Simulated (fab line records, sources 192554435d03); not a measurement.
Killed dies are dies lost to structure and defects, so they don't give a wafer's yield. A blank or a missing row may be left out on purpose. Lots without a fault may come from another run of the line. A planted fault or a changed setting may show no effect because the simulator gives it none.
Which tool did it? | flow n5_finfet | 10 lots, 30 wafers sampled, at 5 steps of a route of 1938

WHAT THE GAUGES READ, wafer by wafer
N5_BEOL_M4_RC_MEAS_101.
lot  | measured     | on        | DIBL_N (mV/V)
L414 | day 10 15:55 | prober-01 | 35.5 35.7 34.7
L413 | day 10 16:30 | prober-02 | 36.3 35.1 37.4
L425 | day 13 20:44 | prober-01 | 38.0 33.7 34.7
L427 | day 14 05:22 | prober-02 | 34.3 34.8 33.7
L428 | day 14 09:46 | prober-01 | 34.4 35.5 38.4
L429 | day 15 14:51 | prober-02 | 35.6 34.9 36.8
L430 | day 15 18:29 | prober-02 | 35.4 34.7 40.7

WHICH TOOL RAN EACH LOT (tool, then ch and the chambers of the sampled wafers, then the start)
lot  | N5_BEOL_M3_SPUTTER_90        | N5_BEOL_M3_SPUTTER_92        | N5_BEOL_M3_CO_CAP_55             | N5_BEOL_M3_DEP_57
L414 | pvd_sputter-01, day 9 15:59  | pvd_sputter-01, day 9 16:12  | cvd_co-02 ch 0,2, day 9 17:31    | pecvd-04 ch 1,2, day 9 17:38
L413 | pvd_sputter-01, day 9 18:24  | pvd_sputter-01, day 9 18:37  | cvd_co-01 ch 0,1,2, day 9 19:55  | pecvd-01 ch 0,1, day 9 20:04
L418 | pvd_sputter-02, day 12 05:05 | pvd_sputter-02, day 12 05:19 | cvd_co-01 ch 0, day 12 07:06     | pecvd-01 ch 1,2, day 12 07:15
L419 | pvd_sputter-02, day 12 08:17 | pvd_sputter-02, day 12 08:30 | cvd_co-01 ch 1,2, day 12 09:53   | pecvd-04 ch 0,1,2, day 12 10:01
L421 | pvd_sputter-02, day 12 12:07 | pvd_sputter-02, day 12 12:20 | cvd_co-01 ch 0,1, day 12 13:46   | pecvd-01 ch 0,2, day 12 13:53
L425 | pvd_sputter-01, day 12 18:16 | pvd_sputter-01, day 12 18:29 | cvd_co-01 ch 0,1,2, day 12 19:47 | pecvd-01 ch 0,1,2, day 12 19:55
L427 | pvd_sputter-03, day 13 02:13 | pvd_sputter-03, day 13 02:26 | cvd_co-02 ch 0,1, day 13 03:44   | pecvd-03 ch 0,1, day 13 03:51
L428 | pvd_sputter-02, day 13 06:22 | pvd_sputter-02, day 13 06:35 | cvd_co-01 ch 1,2, day 13 07:53   | pecvd-04 ch 0,2, day 13 08:00
L429 | pvd_sputter-02, day 13 18:28 | pvd_sputter-02, day 13 18:41 | cvd_co-02 ch 0,1,2, day 13 19:59 | pecvd-04 ch 0,1,2, day 13 20:07
L430 | pvd_sputter-02, day 13 23:51 | pvd_sputter-02, day 14 00:04 | cvd_co-02 ch 1,2, day 14 01:22   | pecvd-04 ch 0,2, day 14 01:29
- N5_BEOL_M3_SPUTTER_90: material Cu, target thk 4.5 nm, time 8.29 s.
- N5_BEOL_M3_SPUTTER_92: material Cu, target thk 4.5 nm, time 8.29 s.
- N5_BEOL_M3_CO_CAP_55: material Co, precursor CCTBA/H2, target thk 2 nm, time 102.1 s.
- N5_BEOL_M3_DEP_57: deposits SiCN from 3MS/NH3, target thk 8 nm, time 14 s.

THE ANSWER, worked out from the rows above alone
Rule: what is usual is taken from the lots themselves. Put in order of their means at a reading, lots are off if they are a third of the lots or fewer, leave a main group of 4 or more, and stand apart from it by a gap of 3 or more times the standard deviation of the main group's means; of several such gaps the widest counts. A main group whose means are all the same, to the digits that the tables above print for the reading, isn't used. A lot without any number at a reading at which 4 lots or more have one is off too. The other lots that the step has rows for count as sound.
No lot is off at any reading shown: from this, nothing can be told.

WHAT THE SIMULATOR HAD PUT IN
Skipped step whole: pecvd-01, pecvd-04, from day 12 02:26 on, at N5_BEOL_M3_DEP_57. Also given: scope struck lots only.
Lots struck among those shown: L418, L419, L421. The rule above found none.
